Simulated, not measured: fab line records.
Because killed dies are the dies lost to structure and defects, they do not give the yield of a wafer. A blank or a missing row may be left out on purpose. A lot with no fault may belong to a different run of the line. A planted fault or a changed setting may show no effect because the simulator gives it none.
Which tool is to blame?	flow n5_finfet	36 wafers from 12 lots sampled at 4 of the route's 1938 steps

WHAT THE GAUGES READ, wafer by wafer
N5_BEOL_M15_RS_MEAS_54: uses a four-point probe to measure.
lot	measured	on	M15_RS (ohm/sq)
L074	day 12 01:35	film_metro-02	0.0218 0.0223 0.0214
L077	day 12 16:41	film_metro-01	0.0212 0.0217 0.0215
L078	day 13 12:38	film_metro-02	0.0217 0.0211 0.0211
L081	day 13 18:28	film_metro-02	0.0210 0.0207 0.0207
L085	day 15 10:56	film_metro-02	0.0212 0.0209 0.0219
L083	day 15 16:31	film_metro-01	0.0210 0.0224 0.0213
L088	day 15 17:25	film_metro-02	0.0211 0.0219 0.0214
L091	day 16 06:17	film_metro-02	0.0220 0.0213 0.0221
L090	day 16 05:31	film_metro-02	0.0209 0.0218 0.0216
L094	day 17 10:41	film_metro-01	0.0212 0.0222 0.0207
L093	day 18 07:03	film_metro-01	0.0212 0.0218 0.0214
L096	day 18 17:52	film_metro-01	0.0214 0.0206 0.0211

WHAT TOOL EACH LOT RAN ON (gives the tool, then ch and the chambers of the sampled wafers, and finally the start)
lot	N5_BEOL_M15_STRIP_64	N5_BEOL_M15_ETCH_57	N5_BEOL_M15_SPUTTER_45
L074	rie_diel-02 ch 2,3, day 11 20:50 or earlier	rie_diel-06 ch 0,1,2, day 11 20:50	pvd_sputter-03, day 11 23:58
L077	rie_diel-06 ch 0,1,2, day 12 12:55 or earlier	rie_diel-06 ch 0,1,2, day 12 12:55	pvd_sputter-03, day 12 15:37
L078	rie_diel-03 ch 0,1,3, day 13 08:19 or earlier	rie_diel-06 ch 0,1,2, day 13 08:19	pvd_sputter-01, day 13 11:33
L081	rie_diel-03 ch 0,3, day 13 13:53 or earlier	rie_diel-03 ch 0,1,2, day 13 13:53	pvd_sputter-02, day 13 17:23
L085	rie_diel-03 ch 0,1, day 15 04:43 or earlier	rie_diel-02 ch 0,1,3, day 15 04:43	pvd_sputter-01, day 15 09:24
L083	rie_diel-03 ch 0,2,3, day 15 05:17 or earlier	rie_diel-06 ch 0,1,2, day 15 05:17	pvd_sputter-01, day 15 15:10
L088	rie_diel-02 ch 2,3, day 15 11:55 or earlier	rie_diel-06 ch 0,2, day 15 11:55	pvd_sputter-01, day 15 15:34
L091	rie_diel-06 ch 0,3, day 15 21:44 or earlier	rie_diel-03 ch 0,3, day 15 21:44	pvd_sputter-02, day 16 05:04
L090	rie_diel-03 ch 0,3, day 16 00:56 or earlier	rie_diel-06 ch 0,2,3, day 16 00:56	pvd_sputter-03, day 16 04:26
L094	rie_diel-06 ch 2,3, day 17 02:01 or earlier	rie_diel-03 ch 1,2,3, day 17 02:01	pvd_sputter-01, day 17 09:34
L093	rie_diel-03 ch 0,2,3, day 17 23:59 or earlier	rie_diel-03 ch 1,2, day 17 23:59	pvd_sputter-01, day 18 05:52
L096	rie_diel-02 ch 0,2,3, day 18 09:16 or earlier	rie_diel-06 ch 0,2, day 18 09:16	pvd_sputter-02, day 18 16:02
- N5_BEOL_M15_STRIP_64: strips in O2.
- N5_BEOL_M15_ETCH_57: etches SOC in N2/H2, time 750 s.
- N5_BEOL_M15_SPUTTER_45: material Cu, target thk 100 nm, time 16.67 s.

THE ANSWER, worked out from the rows above alone
Rule: the lots themselves supply what counts as usual. Put in order of their means at a reading, lots are off if they are a third of the lots or fewer, leave a main group of 4 or more, and stand apart from it by a gap of 3 or more times the standard deviation of the main group's means; of several such gaps the widest counts. If all means in a main group match to the digits the tables above print for the reading, that group is not used. A lot without any number at a reading at which 4 lots or more have one is off too. Any other lot the step has rows for is counted as sound.
No lot is off on any of the readings shown, so nothing can be concluded from this.

WHAT THE SIMULATOR PUT IN
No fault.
